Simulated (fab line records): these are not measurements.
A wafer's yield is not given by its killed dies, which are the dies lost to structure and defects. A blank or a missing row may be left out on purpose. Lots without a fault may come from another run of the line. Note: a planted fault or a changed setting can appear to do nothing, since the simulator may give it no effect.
A struck lot beside a sound one + flow nand-harc + 14 out of 1302 route steps
Sound: the wafers L919.2, L919.4, L919.5. Struck: wafers L920.1, L920.5, L920.6. Last of all comes the cause.
At each step with rows: each side's tool, then ch and its chambers, then its first start. Under that, the readings that differ: sound wafers + struck wafers + difference of the means + sigmas: that difference in standard deviations of wafers without a fault.
alike: readings whose means differ by less than 2 such deviations, and words and numbers that are the same on both sides. not compared: withheld readings, readings that some wafer has no value for, bounds like >300 that may hide the same value, and numbers for which the record gives no deviation and whose values overlap.
Wherever a step has rows on one side only, a row that says differs or no value, or a row with sigmas, the two part there. Numbers that have no deviation but don't overlap get no sigmas and don't part them. A reading that every wafer of one side lacks parts them only if that side has two wafers or more.

first, 4 steps without rows for these wafers: NHARC_A_CONTACT_EBR_65; NHARC_A_CONTACT_EXPOSE_66 (exposes mask A CC 2); NHARC_A_CONTACT_PEB_67 (peb time 65 s); NHARC_A_CONTACT_DEVELOP_68 (develop time 35 s).
NHARC_A_CONTACT_CD_MEAS_69: target cd 300 nm.
  sound on cd-sem-03 ch 0, day 26 19:32; struck on cd-sem-02 ch 0, day 26 17:01
  alike: cd-nm
NHARC_A_CONTACT_OVL_MEAS_70:
  sound on overlay-02, day 26 19:37; struck on overlay-01, day 26 17:07
  alike: overlay-x-nm, overlay-y-nm
NHARC_A_CONTACT_INSPECT_71:
  sound on defect-inspect-02, day 26 19:40; struck on defect-inspect-01, day 26 17:09
  alike: raw-defect-count
NHARC_A_CONTACT_DESCUM_74: chemistry O2, time 3 s.
  sound on rie-diel-05 ch 0,3, day 26 19:44; struck on rie-diel-07 ch 0,1,2, day 26 17:14
  alike: drypump-motor-current-A, o2-flow-sccm, oes-product-au, rf-vpp-V, showerhead-plenum-p-Torr, throttle-valve-pct
  not compared: rf-hours-counter-h
NHARC_A_CONTACT_ETCH_75: etches the open film in CF4, target depth 39 nm, time 65 s.
  sound on rie-diel-05 ch 1,2,3, day 26 19:49; struck on rie-diel-07 ch 0,2,3, day 26 17:19
| reading               | sound             | struck            | difference | sigmas |
|-----------------------|-------------------|-------------------|------------|--------|
| oes-product-au (a.u.) | 0.986 1.006 0.989 | 1.016 1.007 1.029 | +0.024     | +2     |
  alike: bias-w, cf4-flow-sccm, drypump-motor-current-A, rf-fwd-power-W, rf-vpp-V, showerhead-plenum-p-Torr, throttle-valve-pct
  not compared: rf-hours-counter-h
then, 1 step without rows for these wafers: NHARC_A_CONTACT_ETCH_76 (etches the open film in N2/H2, target depth 260 nm, time 475.3 s).
NHARC_A_CONTACT_ETCH_77: etches the open film in CF4/CHF3, target depth 108.9 nm, time 54.5 s.
  sound on rie-diel-05 ch 1,2; struck on rie-diel-07 ch 0,1,3
  alike: bias-w, cf4-flow-sccm, drypump-motor-current-A, oes-product-au, rf-fwd-power-W, rf-vpp-V, showerhead-plenum-p-Torr, throttle-valve-pct
  not compared: rf-hours-counter-h
NHARC_A_CONTACT_ETCH_78: etches the open film in O2/COS, target depth 5300 nm, time 1378 s.
  sound on rie-diel-05 ch 0,3; struck on rie-diel-07 ch 1,2,3
| reading               | sound             | struck            | difference | sigmas |
|-----------------------|-------------------|-------------------|------------|--------|
| o2-flow-sccm (sccm)   | 400.9 402.3 403.3 | 398.7 397.9 399.0 | -3.6       | -3     |
| oes-product-au (a.u.) | 1.000 0.975 0.980 | 1.004 1.008 1.010 | +0.022     | +2     |
  alike: bias-w, chamber-pressure-mTorr, drypump-motor-current-A, rf-fwd-power-W, rf-vpp-V, showerhead-plenum-p-Torr, throttle-valve-pct
  not compared: rf-hours-counter-h
NHARC_A_CONTACT_ETCH_124: etches the open film in C4F8/O2/Ar, time 140 s, target depth 700 nm.
  sound on har-cap-etch-02 ch 0,1, day 26 21:28; struck on har-cap-etch-03 ch 0,1, day 26 18:44
  no value came back on the struck wafers for chamber-pressure-mTorr (mTorr), oes-air-line-au (a.u.); on the sound wafers chamber-pressure-mTorr (mTorr) reads 19.996 19.994 19.983
  not compared: rf-hours-counter-h
NHARC_A_CONTACT_ETCH_125: etches the open film in C4F8/O2/Ar, time 197 s, target depth 1918 nm.
  sound on har-cap-etch-02 ch 0,1, day 26 21:40; struck on har-cap-etch-03 ch 0,1, day 26 18:56
  alike: chamber-pressure-mTorr, oes-air-line-au
  not compared: rf-hours-counter-h

== WHERE THEY PART ==
At NHARC_A_CONTACT_ETCH_75 first; at NHARC_A_CONTACT_ETCH_124 last (within this record only). Later steps at which nothing parts them and some readings are alike: NHARC_A_CONTACT_ETCH_125.

WHY: what had been put in by the simulator
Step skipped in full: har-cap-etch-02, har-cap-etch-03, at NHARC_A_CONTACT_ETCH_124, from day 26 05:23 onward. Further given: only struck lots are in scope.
